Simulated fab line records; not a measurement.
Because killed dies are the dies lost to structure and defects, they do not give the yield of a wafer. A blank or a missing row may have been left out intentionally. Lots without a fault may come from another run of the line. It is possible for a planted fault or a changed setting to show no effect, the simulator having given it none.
What tool caused it?	flow n5Finfet	33 wafers from 11 lots sampled at 2 of the route's 1938 steps

WHAT THE GAUGES SHOWED, per wafer
N5_BEOL_M11_CD_MEAS_28: target cd 70 nm.
lot	measured	on	cdNm (nm)
L158	day 10 18:31	cdSem-01	69.5 71.3 70.8
L159	day 11 02:22	cdSem-02	69.2 69.8 70.3
L157	day 11 04:59	cdSem-02	70.7 70.1 70.0
L161	day 12 10:22	cdSem-03	69.8 69.9 70.1
L163	day 12 17:22	cdSem-03	69.4 68.1 68.7
L168	day 13 04:10	cdSem-03	70.8 70.0 70.1
L170	day 14 00:40	cdSem-02	69.7 69.9 70.9
L169	day 14 02:19	cdSem-03	70.3 69.8 70.5
L171	day 14 04:08	cdSem-03	70.7 69.9 70.1
L178	day 15 18:07	cdSem-03	70.4 71.4 70.9
L180	day 16 17:32	cdSem-01	69.3 69.5 69.0

EACH LOT AND THE TOOL THAT RAN IT (in order: tool; ch and the chambers of the sampled wafers; start)
lot	N5_BEOL_M11_STRIP_67
L158	rieDiel-03 ch 0,1,2, day 10 17:07
L159	rieDiel-05 ch 2,3, day 11 00:08
L157	rieDiel-06 ch 0,1,3, day 11 03:27
L161	rieDiel-05 ch 0,2,3, day 12 09:34
L163	rieDiel-03 ch 1,3, day 12 15:11
L168	rieDiel-06 ch 1,3, day 13 01:44
L170	rieDiel-03 ch 0,1,2, day 13 22:35
L169	rieDiel-05 ch 1,2,3, day 14 00:28
L171	rieDiel-06 ch 0,2,3, day 14 03:35
L178	rieDiel-03 ch 0,1,2, day 15 16:32
L180	rieDiel-06 ch 1,2,3, day 16 16:53
- N5_BEOL_M11_STRIP_67: strips in CF4.

THE ANSWER, worked out from the rows above alone
Rule: what is usual is taken from the lots themselves. Put in order of their means at a reading, lots are off if they are a third of the lots or fewer, leave a main group of 4 or more, and stand apart from it by a gap of 3 or more times the standard deviation of the main group's means; of several such gaps the widest counts. A main group whose means are all the same, to the digits that the tables above print for the reading, isn't used. Also off: a lot with no number at a reading for which 4 or more lots have one. The other lots that the step has rows for count as sound.
No lot is off on any of the readings shown, so nothing can be concluded from this.

WHAT WAS PUT IN BY THE SIMULATOR
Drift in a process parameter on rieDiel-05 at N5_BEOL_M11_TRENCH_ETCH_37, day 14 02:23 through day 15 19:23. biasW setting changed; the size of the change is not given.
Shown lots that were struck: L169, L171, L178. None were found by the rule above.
